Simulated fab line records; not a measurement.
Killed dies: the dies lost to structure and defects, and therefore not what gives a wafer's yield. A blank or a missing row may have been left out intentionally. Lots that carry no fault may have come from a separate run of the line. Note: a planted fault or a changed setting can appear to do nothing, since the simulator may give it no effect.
What tool caused it? + flow n5 finfet + 24 lots with 72 wafers sampled at 6 steps, on a route of 1938 steps

== WHAT THE GAUGES READ, wafer by wafer ==
The record lacks any reading of a measuring or inspecting step that a usual standard deviation could be used to judge.

== EACH LOT AND THE TOOL THAT RAN IT (in order: tool; ch and the chambers of the sampled wafers; start) ==
| lot  | N5_GATE_CUT_VAPOR_ETCH_48         | N5_GATE_CUT_CMP_61            | N5_MOL_CONTACT_COAG_ETCH_59        | N5_MOL_CONTACT_COAG_STRIP_98       | N5_MOL_CONTACT_COAG_PRE_CLEAN_142 | N5_MOL_CONTACT_COAG_ALD_123       |
|------|-----------------------------------|-------------------------------|------------------------------------|------------------------------------|-----------------------------------|-----------------------------------|
| L074 | rie metal-03 ch 0,1, day 4 18:36  | cmp-01 ch 1,2,3, day 4 21:46  | rie diel-01 ch 0,1,2, day 4 22:46  | rie diel-01 ch 0,1,2, day 4 23:04  | pvd sputter-01, day 5 07:19       | ald sin-01 ch 0,2, day 5 10:17    |
| L075 | rie metal-01 ch 0,1, day 5 00:48  | cmp-04 ch 0,1, day 5 03:23    | rie diel-06 ch 0,2,3, day 5 04:11  | rie diel-06 ch 0,2,3, day 5 04:28  | pvd sputter-03, day 5 11:44       | ald sin-02 ch 0,3, day 5 15:23    |
| L076 | rie metal-01 ch 0,1, day 5 02:07  | cmp-01 ch 0,3, day 5 05:11    | rie diel-01 ch 0,2, day 5 05:58    | rie diel-01 ch 0,2, day 5 06:15    | pvd sputter-03, day 5 11:54       | ald sin-02 ch 1,2,3, day 5 15:52  |
| L078 | rie metal-01 ch 0,1, day 5 15:16  | cmp-04 ch 0,2,3, day 5 17:51  | rie diel-03 ch 0,1,3, day 5 18:57  | rie diel-03 ch 0,1,3, day 5 19:14  | pvd sputter-02, day 6 01:47       | ald sin-02 ch 1,3, day 6 04:53    |
| L077 | rie metal-03 ch 0,1, day 5 16:49  | cmp-01 ch 0,2,3, day 5 19:26  | rie diel-01 ch 1,2, day 5 20:12    | rie diel-01 ch 1,2, day 5 20:30    | pvd sputter-01, day 6 02:10       | ald sin-03 ch 0,2,3, day 6 05:16  |
| L079 | rie metal-01 ch 0, day 6 01:49    | cmp-04 ch 1,2,3, day 6 04:22  | rie diel-03 ch 0,1,2, day 6 05:14  | rie diel-03 ch 0,1,2, day 6 05:32  | pvd sputter-01, day 6 11:13       | ald sin-03 ch 0,3, day 6 14:17    |
| L080 | rie metal-01 ch 0,1, day 6 03:20  | cmp-04 ch 2,3, day 6 06:00    | rie diel-01 ch 0,2,3, day 6 06:49  | rie diel-01 ch 0,2,3, day 6 07:06  | pvd sputter-01, day 6 11:45       | ald sin-03 ch 0,1,3, day 6 14:53  |
| L081 | rie metal-01 ch 0,1, day 6 09:18  | cmp-04 ch 0,1,3, day 6 11:53  | rie diel-01 ch 0,2, day 6 12:33    | rie diel-01 ch 0,2, day 6 12:50    | pvd sputter-02, day 6 19:52       | ald sin-03 ch 0,1,3, day 6 22:50  |
| L082 | rie metal-01 ch 0,1, day 6 13:59  | cmp-04 ch 0,2,3, day 6 16:37  | rie diel-03 ch 1,3, day 6 17:25    | rie diel-03 ch 1,3, day 6 17:42    | pvd sputter-02, day 7 00:45       | ald sin-01 ch 2,3, day 7 04:12    |
| L083 | rie metal-01 ch 0,1, day 6 21:51  | cmp-01 ch 0,1,2, day 7 00:28  | rie diel-01 ch 0,1, day 7 02:08    | rie diel-01 ch 0,1, day 7 02:25    | pvd sputter-01, day 7 07:15       | ald sin-03 ch 0,1,2, day 7 10:25  |
| L084 | rie metal-03 ch 1, day 7 03:29    | cmp-04 ch 1,2,3, day 7 06:07  | rie diel-01 ch 0,1,2, day 7 06:50  | rie diel-01 ch 0,1,2, day 7 07:08  | pvd sputter-03, day 7 14:50       | ald sin-02 ch 0,1,3, day 7 17:48  |
| L085 | rie metal-03 ch 0,1, day 7 10:28  | cmp-04 ch 0,1,3, day 7 13:07  | rie diel-01 ch 0,1, day 7 13:50    | rie diel-01 ch 0,1, day 7 14:08    | pvd sputter-02, day 7 21:00       | ald sin-01 ch 0,1,3, day 7 23:58  |
| L086 | rie metal-03 ch 0,1, day 7 12:43  | cmp-04 ch 1,2,3, day 7 15:17  | rie diel-03 ch 0,1,2, day 7 15:58  | rie diel-03 ch 0,1,2, day 7 16:16  | pvd sputter-01, day 7 21:15       | ald sin-03 ch 0,1,3, day 8 00:23  |
| L087 | rie metal-02 ch 0,1, day 7 15:46  | cmp-03 ch 0,3, day 7 18:19    | rie diel-01 ch 0,2,3, day 7 19:07  | rie diel-01 ch 0,2,3, day 7 19:25  | pvd sputter-03, day 8 01:23       | ald sin-02 ch 0,1, day 8 04:26    |
| L088 | rie metal-02 ch 0,1, day 8 00:46  | cmp-04 ch 0,2,3, day 8 03:20  | rie diel-06 ch 0,1,3, day 8 04:10  | rie diel-06 ch 0,1,3, day 8 04:28  | pvd sputter-01, day 8 12:13       | ald sin-02 ch 0,1,2, day 8 15:25  |
| L089 | rie metal-03 ch 1, day 8 08:45    | cmp-04 ch 1,2,3, day 8 11:20  | rie diel-01 ch 0,1, day 8 12:11    | rie diel-01 ch 0,1, day 8 12:29    | pvd sputter-03, day 8 19:04       | ald sin-02 ch 0,3, day 8 22:05    |
| L090 | rie metal-02 ch 0,1, day 8 11:38  | cmp-04 ch 1,2, day 8 14:11    | rie diel-03 ch 0,2,3, day 8 15:00  | rie diel-03 ch 0,2,3, day 8 15:17  | pvd sputter-03, day 8 23:23       | ald sin-03 ch 0,1,3, day 9 03:22  |
| L091 | rie metal-01 ch 0,1, day 8 20:42  | cmp-01 ch 0,2,3, day 9 01:25  | rie diel-03 ch 2,3, day 9 02:02    | rie diel-03 ch 2,3, day 9 02:20    | pvd sputter-03, day 9 05:20       | ald sin-02 ch 1,2, day 9 08:46    |
| L092 | rie metal-01 ch 1, day 9 03:22    | cmp-04 ch 1,2,3, day 9 05:57  | rie diel-03 ch 0,2,3, day 9 07:43  | rie diel-03 ch 0,2,3, day 9 08:00  | pvd sputter-01, day 9 13:22       | ald sin-01 ch 0,2,3, day 9 16:37  |
| L093 | rie metal-02 ch 0,1, day 9 10:31  | cmp-03 ch 1,3, day 9 13:07    | rie diel-03 ch 1,2,3, day 9 13:46  | rie diel-03 ch 1,2,3, day 9 14:04  | pvd sputter-02, day 9 19:19       | ald sin-02 ch 0,2, day 9 22:17    |
| L094 | rie metal-02 ch 0,1, day 9 13:22  | cmp-04 ch 2,3, day 9 15:58    | rie diel-03 ch 2,3, day 9 16:45    | rie diel-03 ch 2,3, day 9 17:03    | pvd sputter-02, day 10 02:13      | ald sin-03 ch 0,1,3, day 10 06:27 |
| L095 | rie metal-03 ch 0,1, day 9 21:05  | cmp-04 ch 1,2, day 9 23:44    | rie diel-01 ch 0,1,2, day 10 00:33 | rie diel-01 ch 0,1,2, day 10 00:50 | pvd sputter-02, day 10 05:40      | ald sin-01 ch 0,2,3, day 10 08:40 |
| L096 | rie metal-02 ch 1, day 10 02:41   | cmp-04 ch 0,3, day 10 05:14   | rie diel-01 ch 1,2, day 10 06:03   | rie diel-01 ch 1,2, day 10 06:20   | pvd sputter-03, day 10 11:19      | ald sin-02 ch 1,3, day 10 14:17   |
| L097 | rie metal-02 ch 0,1, day 10 09:20 | cmp-04 ch 0,1,2, day 10 11:57 | rie diel-06 ch 0,1, day 10 12:37   | rie diel-06 ch 0,1, day 10 12:55   | pvd sputter-03, day 10 17:51      | ald sin-03 ch 1,2,3, day 10 21:19 |
- N5_GATE_CUT_VAPOR_ETCH_48: etches TiN in BCl3/Cl2.
- N5_GATE_CUT_CMP_61: polishes, stops on SiNx, t overpolish 3 s.
- N5_MOL_CONTACT_COAG_ETCH_59: etches underlayer in N2/H2, target depth 13 nm, time 10.4 s.
- N5_MOL_CONTACT_COAG_STRIP_98: strips in N2/H2.
- N5_MOL_CONTACT_COAG_PRE_CLEAN_142: time 60 s.
- N5_MOL_CONTACT_COAG_ALD_123: deposits SiNx, target thk 5 nm, pulse time 1 s, purge time 2 s.

== WHAT THE TOOLS THEMSELVES READ (means of the sampled wafers that have a number; where no wafer has one, the mark that the record gives instead) ==
N5_GATE_CUT_VAPOR_ETCH_48. Usual: drypump motor current A 5.9 A, standard deviation 0.41; oes product au 0.79 a.u., standard deviation 0.093.
| lot  | tool         | drypump motor current A (A) | oes product au (a.u.) | flag |
|------|--------------|-----------------------------|-----------------------|------|
| L074 | rie metal-03 | 6.0                         | 0.81                  |      |
| L075 | rie metal-01 | 5.6                         | 0.90                  |      |
| L076 | rie metal-01 | 5.6                         | 0.90                  |      |
| L078 | rie metal-01 | 5.6                         | 0.90                  |      |
| L077 | rie metal-03 | 6.1                         | 0.74                  |      |
| L079 | rie metal-01 | 5.8                         | 0.95                  |      |
| L080 | rie metal-01 | 5.4                         | 0.83                  |      |
| L081 | rie metal-01 | 5.4                         | 0.83                  |      |
| L082 | rie metal-01 | 5.5                         | 0.82                  |      |
| L083 | rie metal-01 | 5.5                         | 0.82                  |      |
| L084 | rie metal-03 | 5.9                         | 0.85                  |      |
| L085 | rie metal-03 | 6.0                         | 0.78                  |      |
| L086 | rie metal-03 | 6.0                         | 0.78                  |      |
| L087 | rie metal-02 | 6.4                         | 0.73                  |      |
| L088 | rie metal-02 | 6.4                         | 0.73                  |      |
| L089 | rie metal-03 | 6.0                         | 0.84                  |      |
| L090 | rie metal-02 | 6.4                         | 0.72                  |      |
| L091 | rie metal-01 | 5.6                         | 0.86                  |      |
| L092 | rie metal-01 | 5.3                         | 0.77                  |      |
| L093 | rie metal-02 | 6.4                         | 0.73                  |      |
| L094 | rie metal-02 | 6.4                         | 0.74                  |      |
| L095 | rie metal-03 | 6.0                         | 0.78                  |      |
| L096 | rie metal-02 | 6.3                         | 0.75                  |      |
| L097 | rie metal-02 | 6.4                         | 0.73                  |      |

N5_GATE_CUT_CMP_61. Usual: edge zone pressure frac 1.000, standard deviation 0.0043; motor current A 11.3 A, standard deviation 1.4.
| lot  | tool   | edge zone pressure frac | motor current A (A) | flag |
|------|--------|-------------------------|---------------------|------|
| L074 | cmp-01 | 1.003                   | 11.9                |      |
| L075 | cmp-04 | 1.000                   | 11.7                |      |
| L076 | cmp-01 | 0.998                   | 12.0                |      |
| L078 | cmp-04 | 1.008                   | 11.4                |      |
| L077 | cmp-01 | 1.001                   | 11.4                |      |
| L079 | cmp-04 | 1.001                   | 10.4                |      |
| L080 | cmp-04 | 0.999                   | 10.0                |      |
| L081 | cmp-04 | 0.999                   | 11.8                |      |
| L082 | cmp-04 | 1.002                   | 11.2                |      |
| L083 | cmp-01 | 0.998                   | 11.1                |      |
| L084 | cmp-04 | 0.998                   | 10.5                |      |
| L085 | cmp-04 | 1.001                   | 11.3                |      |
| L086 | cmp-04 | 0.998                   | 10.7                |      |
| L087 | cmp-03 | 1.001                   | 13.1                |      |
| L088 | cmp-04 | 1.003                   | 11.5                |      |
| L089 | cmp-04 | 1.001                   | 10.5                |      |
| L090 | cmp-04 | 1.001                   | 10.3                |      |
| L091 | cmp-01 | 0.997                   | 11.1                |      |
| L092 | cmp-04 | 1.001                   | 10.3                |      |
| L093 | cmp-03 | 1.003                   | 14.6                |      |
| L094 | cmp-04 | 1.001                   | 10.3                |      |
| L095 | cmp-04 | 0.995                   | 10.3                |      |
| L096 | cmp-04 | 0.997                   | 12.1                |      |
| L097 | cmp-04 | 1.001                   | 11.3                |      |

N5_MOL_CONTACT_COAG_ETCH_59. Usual: drypump motor current A 5.7 A, standard deviation 0.32; etch rf on time s 10.40 s, standard deviation 0.18; n2 flow sccm 200.0 sccm, standard deviation 0.67; oes product au 0.69 a.u., standard deviation 0.073; rf vpp V 524.5 V, standard deviation 2.4; showerhead plenum p Torr 2.57 Torr, standard deviation 0.087; throttle valve pct 17.9 %, standard deviation 0.32.
| lot  | tool        | drypump motor current A (A) | etch rf on time s (s) | n2 flow sccm (sccm) | oes product au (a.u.) | rf vpp V (V) | showerhead plenum p Torr (Torr) | throttle valve pct (%) | flag |
|------|-------------|-----------------------------|-----------------------|---------------------|-----------------------|--------------|---------------------------------|------------------------|------|
| L074 | rie diel-01 | 5.6                         | 10.32                 | 200.5               | 0.73                  | 524.5        | 2.58                            | 17.9                   |      |
| L075 | rie diel-06 | 6.0                         | 10.13                 | 199.1               | 0.70                  | 524.3        | 2.56                            | 17.8                   |      |
| L076 | rie diel-01 | 5.6                         | 10.27                 | 199.4               | 0.77                  | 524.3        | 2.56                            | 18.2                   |      |
| L078 | rie diel-03 | 5.6                         | 10.59                 | 199.7               | 0.68                  | 524.7        | 2.58                            | 17.9                   |      |
| L077 | rie diel-01 | 5.7                         | 10.23                 | 200.7               | 0.67                  | 525.9        | 2.63                            | 17.9                   |      |
| L079 | rie diel-03 | 5.8                         | 10.32                 | 200.1               | 0.71                  | 527.1        | 2.67                            | 17.8                   |      |
| L080 | rie diel-01 | 5.8                         | 10.46                 | 200.7               | 0.67                  | 523.5        | 2.55                            | 18.1                   |      |
| L081 | rie diel-01 | 5.6                         | 10.37                 | 199.3               | 0.73                  | 523.6        | 2.55                            | 18.2                   |      |
| L082 | rie diel-03 | 5.6                         | 10.65                 | 200.3               | 0.72                  | 526.3        | 2.60                            | 17.6                   |      |
| L083 | rie diel-01 | 5.5                         | 10.25                 | 199.9               | 0.75                  | 523.1        | 2.52                            | 18.0                   |      |
| L084 | rie diel-01 | 5.6                         | 10.36                 | 200.2               | 0.70                  | 523.9        | 2.57                            | 18.0                   |      |
| L085 | rie diel-01 | 5.5                         | 10.25                 | 200.5               | 0.73                  | 523.6        | 2.54                            | 17.7                   |      |
| L086 | rie diel-03 | 5.8                         | 10.47                 | 200.2               | 0.69                  | 527.8        | 2.66                            | 17.8                   |      |
| L087 | rie diel-01 | 5.8                         | 10.27                 | 199.7               | 0.74                  | 524.1        | 2.55                            | 17.9                   |      |
| L088 | rie diel-06 | 5.7                         | 10.22                 | 200.2               | 0.70                  | 523.3        | 2.53                            | 17.9                   |      |
| L089 | rie diel-01 | 5.5                         | 10.25                 | 199.8               | 0.74                  | 523.0        | 2.51                            | 18.0                   |      |
| L090 | rie diel-03 | 5.6                         | 10.61                 | 200.1               | 0.63                  | 525.1        | 2.57                            | 18.0                   |      |
| L091 | rie diel-03 | 5.5                         | 10.52                 | 200.2               | 0.65                  | 524.5        | 2.58                            | 17.9                   |      |
| L092 | rie diel-03 | 5.6                         | 10.62                 | 200.0               | 0.62                  | 523.4        | 2.56                            | 18.0                   |      |
| L093 | rie diel-03 | 5.5                         | 10.64                 | 200.5               | 0.67                  | 525.6        | 2.59                            | 17.8                   |      |
| L094 | rie diel-03 | 5.5                         | 10.47                 | 200.4               | 0.65                  | 525.6        | 2.57                            | 17.9                   |      |
| L095 | rie diel-01 | 5.6                         | 10.28                 | 199.9               | 0.68                  | 525.1        | 2.56                            | 18.0                   |      |
| L096 | rie diel-01 | 5.8                         | 10.45                 | 199.8               | 0.64                  | 525.9        | 2.61                            | 18.0                   |      |
| L097 | rie diel-06 | 5.7                         | 10.38                 | 199.3               | 0.66                  | 523.2        | 2.52                            | 18.0                   |      |

N5_MOL_CONTACT_COAG_STRIP_98. Usual: drypump motor current A 5.7 A, standard deviation 0.32; n2 flow sccm 300.0 sccm, standard deviation 0.98; oes product au 0.81 a.u., standard deviation 0.086; rf vpp V 54.3 V, standard deviation 1.5; showerhead plenum p Torr 3.39 Torr, standard deviation 0.11; throttle valve pct 19.0 %, standard deviation 0.49.
| lot  | tool        | drypump motor current A (A) | n2 flow sccm (sccm) | oes product au (a.u.) | rf vpp V (V) | showerhead plenum p Torr (Torr) | throttle valve pct (%) | flag |
|------|-------------|-----------------------------|---------------------|-----------------------|--------------|---------------------------------|------------------------|------|
| L074 | rie diel-01 | 5.6                         | 299.0               | 0.86                  | 55.8         | 3.41                            | 19.2                   |      |
| L075 | rie diel-06 | 6.0                         | 299.3               | 0.80                  | 55.0         | 3.38                            | 18.8                   |      |
| L076 | rie diel-01 | 5.6                         | 299.7               | 0.90                  | 55.5         | 3.37                            | 19.6                   |      |
| L078 | rie diel-03 | 5.6                         | 299.0               | 0.80                  | 55.1         | 3.41                            | 18.9                   |      |
| L077 | rie diel-01 | 5.8                         | 299.8               | 0.77                  | 53.4         | 3.46                            | 19.1                   |      |
| L079 | rie diel-03 | 5.8                         | 299.7               | 0.83                  | 55.3         | 3.52                            | 18.9                   |      |
| L080 | rie diel-01 | 5.8                         | 300.0               | 0.79                  | 55.8         | 3.37                            | 19.3                   |      |
| L081 | rie diel-01 | 5.6                         | 301.2               | 0.87                  | 54.0         | 3.37                            | 19.5                   |      |
| L082 | rie diel-03 | 5.6                         | 301.1               | 0.86                  | 54.1         | 3.44                            | 18.5                   |      |
| L083 | rie diel-01 | 5.5                         | 299.9               | 0.89                  | 54.3         | 3.33                            | 19.2                   |      |
| L084 | rie diel-01 | 5.6                         | 299.7               | 0.83                  | 54.8         | 3.39                            | 19.2                   |      |
| L085 | rie diel-01 | 5.5                         | 300.5               | 0.85                  | 55.3         | 3.35                            | 18.8                   |      |
| L086 | rie diel-03 | 5.8                         | 299.9               | 0.81                  | 56.9         | 3.51                            | 18.9                   |      |
| L087 | rie diel-01 | 5.8                         | 300.2               | 0.87                  | 52.6         | 3.36                            | 19.1                   |      |
| L088 | rie diel-06 | 5.7                         | 300.2               | 0.82                  | 53.2         | 3.34                            | 19.0                   |      |
| L089 | rie diel-01 | 5.5                         | 300.0               | 0.86                  | 53.6         | 3.32                            | 19.3                   |      |
| L090 | rie diel-03 | 5.6                         | 300.0               | 0.73                  | 54.7         | 3.38                            | 19.1                   |      |
| L091 | rie diel-03 | 5.5                         | 300.2               | 0.76                  | 54.9         | 3.41                            | 18.9                   |      |
| L092 | rie diel-03 | 5.6                         | 300.0               | 0.73                  | 54.2         | 3.38                            | 19.1                   |      |
| L093 | rie diel-03 | 5.5                         | 299.6               | 0.79                  | 53.8         | 3.41                            | 18.7                   |      |
| L094 | rie diel-03 | 5.5                         | 300.4               | 0.76                  | 54.6         | 3.40                            | 18.9                   |      |
| L095 | rie diel-01 | 5.6                         | 300.0               | 0.79                  | 54.8         | 3.38                            | 19.2                   |      |
| L096 | rie diel-01 | 5.8                         | 300.7               | 0.75                  | 56.0         | 3.44                            | 19.1                   |      |
| L097 | rie diel-06 | 5.8                         | 299.9               | 0.78                  | 53.3         | 3.32                            | 19.0                   |      |

N5_MOL_CONTACT_COAG_PRE_CLEAN_142. Usual: heater power w 434 W, standard deviation 38.
| lot  | tool           | heater power w (W) | flag |
|------|----------------|--------------------|------|
| L074 | pvd sputter-01 | 411                |      |
| L075 | pvd sputter-03 | 477                |      |
| L076 | pvd sputter-03 | 468                |      |
| L078 | pvd sputter-02 | 450                |      |
| L077 | pvd sputter-01 | 405                |      |
| L079 | pvd sputter-01 | 425                |      |
| L080 | pvd sputter-01 | 397                |      |
| L081 | pvd sputter-02 | 445                |      |
| L082 | pvd sputter-02 | 444                |      |
| L083 | pvd sputter-01 | 424                |      |
| L084 | pvd sputter-03 | 457                |      |
| L085 | pvd sputter-02 | 468                |      |
| L086 | pvd sputter-01 | 403                |      |
| L087 | pvd sputter-03 | 437                |      |
| L088 | pvd sputter-01 | 419                |      |
| L089 | pvd sputter-03 | 422                |      |
| L090 | pvd sputter-03 | 443                |      |
| L091 | pvd sputter-03 | 422                |      |
| L092 | pvd sputter-01 | 404                |      |
| L093 | pvd sputter-02 | 477                |      |
| L094 | pvd sputter-02 | 440                |      |
| L095 | pvd sputter-02 | 434                |      |
| L096 | pvd sputter-03 | 432                |      |
| L097 | pvd sputter-03 | 433                |      |

N5_MOL_CONTACT_COAG_ALD_123. Usual: heater power w 831 W, standard deviation 91; precursor pulse height rel 1.000, standard deviation 0.019.
| lot  | tool       | heater power w (W) | precursor pulse height rel | flag |
|------|------------|--------------------|----------------------------|------|
| L074 | ald sin-01 | 808                | 1.008                      |      |
| L075 | ald sin-02 | 877                | 0.987                      |      |
| L076 | ald sin-02 | 758                | 1.009                      |      |
| L078 | ald sin-02 | 705                | 1.004                      |      |
| L077 | ald sin-03 | 826                | 1.017                      |      |
| L079 | ald sin-03 | 857                | 0.980                      |      |
| L080 | ald sin-03 | 848                | 1.003                      |      |
| L081 | ald sin-03 | 841                | 0.982                      |      |
| L082 | ald sin-01 | 803                | 0.993                      |      |
| L083 | ald sin-03 | 869                | 1.003                      |      |
| L084 | ald sin-02 | 803                | 1.004                      |      |
| L085 | ald sin-01 | 840                | 1.009                      |      |
| L086 | ald sin-03 | 842                | 1.004                      |      |
| L087 | ald sin-02 | 845                | 0.986                      |      |
| L088 | ald sin-02 | 881                | 0.999                      |      |
| L089 | ald sin-02 | 875                | 0.990                      |      |
| L090 | ald sin-03 | 823                | 0.994                      |      |
| L091 | ald sin-02 | 821                | 1.002                      |      |
| L092 | ald sin-01 | 816                | 1.011                      |      |
| L093 | ald sin-02 | 898                | 1.012                      |      |
| L094 | ald sin-03 | 820                | 0.988                      |      |
| L095 | ald sin-01 | 816                | 1.002                      |      |
| L096 | ald sin-02 | 740                | 1.000                      |      |
| L097 | ald sin-03 | 788                | 1.006                      |      |

== THE ANSWER, worked out from the rows above alone ==
Rule: lot off if the mean of its wafers having a number is beyond 3 standard deviations from the usual mean. A lot without any number at a reading at which 4 lots or more have one is off too. The other lots that the step has rows for count as sound. The gauges are gone through in route order, then the tools' own readings, and for those a lot's mean is taken as printed above. At the first step where some lot is off, the reading lying furthest off is the one used; lots without a number count as furthest.
No lot is off at any reading shown: from this, nothing can be told.

== WHAT THE SIMULATOR HAD INSERTED ==
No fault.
